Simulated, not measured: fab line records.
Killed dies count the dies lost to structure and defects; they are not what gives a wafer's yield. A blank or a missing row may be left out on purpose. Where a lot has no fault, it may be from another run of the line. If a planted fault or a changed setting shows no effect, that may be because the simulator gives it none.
What tool caused it? | flow nandHarc | 30 wafers from 10 lots sampled at 5 of the route's 1302 steps

WHAT EACH GAUGE READ, for each wafer
NHARC_END_SORT_01.
lot  | measured     | on        | killedAtArray | killedAtOther | killedAtPeriphery | killedDies | killedOpen | killedShort
L856 | day 29 04:04 | prober-02 | 58 568 561    | 1 1 1         | 1 1 2             | 60 570 564 | 1 2 2      | 3 6 1

EACH LOT AND THE TOOL THAT RAN IT (in order: tool; ch and the chambers of the sampled wafers; start)
lot  | NHARC_A_CHANNEL_HOLE_D1_ETCH_39              | NHARC_A_CHANNEL_HOLE_D1_ETCH_34   | NHARC_A_CHANNEL_HOLE_D1_ETCH_33 | NHARC_A_CHANNEL_HOLE_D1_ETCH_44
L847 | rieDiel-08 ch 0,1, day 9 09:56 or earlier    | rieDiel-08 ch 1,2,3, day 9 09:56  | harEtch-02 ch 0,1, day 9 14:46  | rieDiel-05 ch 2,3, day 9 15:25
L848 | rieDiel-08 ch 1,2, day 10 01:10 or earlier   | rieDiel-08 ch 0,2,3, day 10 01:10 | harEtch-01 ch 0,1, day 10 05:55 | rieDiel-08 ch 2,3, day 10 06:42
L852 | rieDiel-08 ch 0,2,3, day 11 00:28 or earlier | rieDiel-08 ch 1,2, day 11 00:28   | harEtch-02 ch 0,1, day 11 05:13 | rieDiel-08 ch 0,1,2, day 11 05:58
L853 | rieDiel-08 ch 1,3, day 11 21:35 or earlier   | rieDiel-08 ch 1,2, day 11 21:35   | harEtch-02 ch 0,1, day 12 02:21 | rieDiel-08 ch 0,1,3, day 12 03:04
L854 | rieDiel-08 ch 2,3, day 12 12:01 or earlier   | rieDiel-08 ch 1,2, day 12 12:01   | harEtch-02 ch 0,1, day 12 19:31 | rieDiel-08 ch 0,2,3, day 12 20:13
L856 | rieDiel-08 ch 0,2, day 12 23:22 or earlier   | rieDiel-08 ch 0,2, day 12 23:22   | harEtch-01 ch 0,1, day 13 04:07 | rieDiel-08 ch 1,2,3, day 13 04:53
L865 | rieDiel-08 ch 2,3, day 17 01:00 or earlier   | rieDiel-08 ch 1,2,3, day 17 01:00 | harEtch-01 ch 0, day 17 05:44   | rieDiel-05 ch 1,2,3, day 17 06:28
L866 | rieDiel-08 ch 0,1,3, day 17 06:34 or earlier | rieDiel-08 ch 0,2,3, day 17 06:34 | harEtch-01 ch 0,1, day 17 14:07 | rieDiel-08 ch 0,2,3, day 17 14:52
L867 | rieDiel-12 ch 0,2, day 17 06:44 or earlier   | rieDiel-12 ch 1,2,3, day 17 06:44 | harEtch-02 ch 0,1, day 17 17:41 | rieDiel-08 ch 0,1,3, day 17 18:26
L868 | rieDiel-08 ch 1,2,3, day 17 22:46 or earlier | rieDiel-08 ch 0,1,3, day 17 22:46 | harEtch-02 ch 0,1, day 18 03:29 | rieDiel-08 ch 0,2,3, day 18 04:14
- NHARC_A_CHANNEL_HOLE_D1_ETCH_39: etches the open film in N2/H2, target depth 260 nm, time 325 s.
- NHARC_A_CHANNEL_HOLE_D1_ETCH_34: etches the open film in CF4/CHF3, target depth 154 nm, time 77 s.
- NHARC_A_CHANNEL_HOLE_D1_ETCH_33: etches the open film in C4F8/O2/Ar, time 90 s, target depth 400 nm.
- NHARC_A_CHANNEL_HOLE_D1_ETCH_44: etches the open film in CF4/O2, target depth 140 nm, overetch 14 nm, time 77 s.

WHAT THE TOOLS THEMSELVES READ (means of the sampled wafers that have a number; where no wafer has one, the mark that the record gives instead)
NHARC_A_CHANNEL_HOLE_D1_ETCH_39.
lot  | tool       | drypumpMotorCurrentA (A) | oesProductAu (a.u.) | rfFwdPowerW (W) | rfVppV (V) | runLengthS (s) | showerheadPlenumPTorr (Torr) | throttleValvePct (%)
L847 | rieDiel-08 | 5.9                      | 1.000               | 398.7           | 429.8      | 346.1          | 1.99                         | 14.173
L848 | rieDiel-08 | 5.7                      | 1.005               | 399.4           | 430.4      | 346.2          | 2.02                         | 14.166
L852 | rieDiel-08 | 5.4                      | 1.001               | 400.7           | 430.8      | 346.1          | 2.05                         | 14.173
L853 | rieDiel-08 | 6.0                      | 1.000               | 398.3           | 426.4      | 346.0          | 1.90                         | 14.161
L854 | rieDiel-08 | 5.4                      | 1.006               | 399.0           | 429.7      | 346.2          | 2.02                         | 14.178
L856 | rieDiel-08 | 5.2                      | 1.006               | 399.3           | 433.4      | 346.4          | 2.14                         | 14.174
L865 | rieDiel-08 | 5.5                      | 0.996               | 398.5           | 429.8      | 346.2          | 2.02                         | 14.170
L866 | rieDiel-08 | 5.7                      | 1.007               | 398.5           | 428.8      | 346.0          | 1.99                         | 14.159
L867 | rieDiel-12 | 5.8                      | 1.003               | 399.3           | 430.9      | 345.8          | 2.03                         | 14.175
L868 | rieDiel-08 | 5.8                      | 0.999               | 398.1           | 428.6      | 345.8          | 1.96                         | 14.169

NHARC_A_CHANNEL_HOLE_D1_ETCH_34.
lot  | tool       | cf4FlowSccm (sccm) | chf3FlowSccm (sccm) | drypumpMotorCurrentA (A) | oesProductAu (a.u.) | rfFwdPowerW (W) | rfVppV (V) | runLengthS (s) | showerheadPlenumPTorr (Torr) | throttleValvePct (%)
L847 | rieDiel-08 | 100.06             | 30.04               | 5.7                      | 0.957               | 495.2           | 368.3      | 98.1           | 1.52                         | 16.799
L848 | rieDiel-08 | 100.09             | 30.03               | 5.4                      | 0.964               | 495.0           | 370.5      | 98.0           | 1.58                         | 16.803
L852 | rieDiel-08 | 100.16             | 30.07               | 5.6                      | 0.969               | 496.8           | 370.9      | 98.3           | 1.56                         | 16.807
L853 | rieDiel-08 | 100.16             | 30.08               | 5.6                      | 0.926               | 494.5           | 370.1      | 98.1           | 1.56                         | 16.803
L854 | rieDiel-08 | 99.58              | 30.07               | 5.9                      | 0.925               | 497.9           | 368.4      | 97.9           | 1.52                         | 16.810
L856 | rieDiel-08 | 100.11             | 29.93               | 5.2                      | 0.929               | 497.4           | 373.1      | 91.7           | 1.65                         | 16.810
L865 | rieDiel-08 | 99.93              | 29.93               | 5.7                      | 0.966               | 495.7           | 367.7      | 97.9           | 1.51                         | 16.802
L866 | rieDiel-08 | 100.09             | 29.94               | 5.4                      | 0.963               | 496.0           | 370.6      | 98.1           | 1.58                         | 16.808
L867 | rieDiel-12 | 99.47              | 30.06               | 6.0                      | 0.956               | 495.4           | 370.5      | 98.3           | 1.56                         | 16.801
L868 | rieDiel-08 | 100.25             | 29.98               | 5.7                      | 0.975               | 496.5           | 369.0      | 98.0           | 1.53                         | 16.801

NHARC_A_CHANNEL_HOLE_D1_ETCH_33.
lot  | tool       | drypumpMotorCurrentA (A) | rfFwdPowerW (W) | runLengthS (s) | showerheadPlenumPTorr (Torr) | throttleValvePct (%)
L847 | harEtch-02 | 5.92                     | 1989            | 121.3          | 3.56                         | 27.615
L848 | harEtch-01 | 5.73                     | 1985            | 121.7          | 3.75                         | 27.608
L852 | harEtch-02 | 5.90                     | 1990            | 121.2          | 3.56                         | 27.617
L853 | harEtch-02 | 5.90                     | 1985            | 121.4          | 3.55                         | 27.621
L854 | harEtch-02 | 5.94                     | 1993            | 121.2          | 3.54                         | 27.631
L856 | harEtch-01 | 5.74                     | 1982            | 121.5          | 3.73                         | 27.609
L865 | harEtch-01 | 5.81                     | 1977            | 121.4          | 3.71                         | 27.623
L866 | harEtch-01 | 5.70                     | 1988            | 121.7          | 3.69                         | 27.615
L867 | harEtch-02 | 5.93                     | 1980            | 121.3          | 3.98                         | 27.618
L868 | harEtch-02 | 5.94                     | 1987            | 121.2          | 3.97                         | 27.615

NHARC_A_CHANNEL_HOLE_D1_ETCH_44.
lot  | tool       | cf4FlowSccm (sccm) | drypumpMotorCurrentA (A) | oes_ar_750_au (a.u.) | oesProductAu (a.u.) | rfFwdPowerW (W) | rfVppV (V) | runLengthS (s) | showerheadPlenumPTorr (Torr) | throttleValvePct (%)
L847 | rieDiel-05 | 79.71              | 5.5                      | 0.998                | 0.998               | 298.2           | 198.2      | 98.3           | 1.36                         | 13.402
L848 | rieDiel-08 | 79.90              | 5.5                      | 0.999                | 1.011               | 298.1           | 198.3      | 98.0           | 1.32                         | 13.402
L852 | rieDiel-08 | 79.98              | 5.6                      | 0.997                | 0.997               | 297.9           | 197.6      | 98.4           | 1.34                         | 13.396
L853 | rieDiel-08 | 79.91              | 5.7                      | 0.998                | 0.994               | 298.2           | 196.6      | 98.0           | 1.31                         | 13.396
L854 | rieDiel-08 | 79.85              | 5.4                      | 1.002                | 1.001               | 297.1           | 197.6      | 98.1           | 1.34                         | 13.400
L856 | rieDiel-08 | 80.12              | 5.8                      | 0.998                | 1.000               | 298.0           | 196.9      | 98.0           | 1.29                         | 13.403
L865 | rieDiel-05 | 80.00              | 5.7                      | 1.000                | 0.986               | 298.3           | 197.0      | 98.1           | 1.32                         | 13.399
L866 | rieDiel-08 | 79.92              | 5.4                      | 1.002                | 0.999               | 297.0           | 197.7      | 98.1           | 1.34                         | 13.401
L867 | rieDiel-08 | 80.12              | 5.7                      | 1.000                | 1.007               | 296.6           | 197.2      | 98.1           | 1.30                         | 13.394
L868 | rieDiel-08 | 80.11              | 5.4                      | 0.999                | 0.999               | 297.4           | 198.1      | 98.2           | 1.34                         | 13.391

THE ANSWER, worked out from the rows above alone
Rule: usual is defined by the lots themselves. The widest of any qualifying gaps counts: lots, ordered by their means at a reading, are off when they make up no more than a third of the lots, leave a main group of 4 or more, and stand apart from it by 3 or more times the standard deviation of that group's means. Not used: any main group whose means are identical at the precision the tables above print for the reading. Also off: a lot with no number at a reading for which 4 or more lots have one. Any other lot the step has rows for is counted as sound. First the gauges in route order, then the tools' own readings, where a lot's mean is used as printed above. The first step at which some lot is off is used, and at that step the reading that is off furthest; a lot without a number counts as furthest.
Off at NHARC_A_CHANNEL_HOLE_D1_ETCH_34 (runLengthS): L856. For the main group the mean is 98.1 s and the standard deviation 0.14.
If a tool, at that step or one of the process steps before it, ran each lot that is off and ran no sound lot following the first of them, it fits. With no start given for some of its lots, NHARC_A_CHANNEL_HOLE_D1_ETCH_39 uses the hours and lot order of NHARC_A_CHANNEL_HOLE_D1_ETCH_34. Not one of the candidates tried fits.

WHAT THE SIMULATOR HAD INSERTED
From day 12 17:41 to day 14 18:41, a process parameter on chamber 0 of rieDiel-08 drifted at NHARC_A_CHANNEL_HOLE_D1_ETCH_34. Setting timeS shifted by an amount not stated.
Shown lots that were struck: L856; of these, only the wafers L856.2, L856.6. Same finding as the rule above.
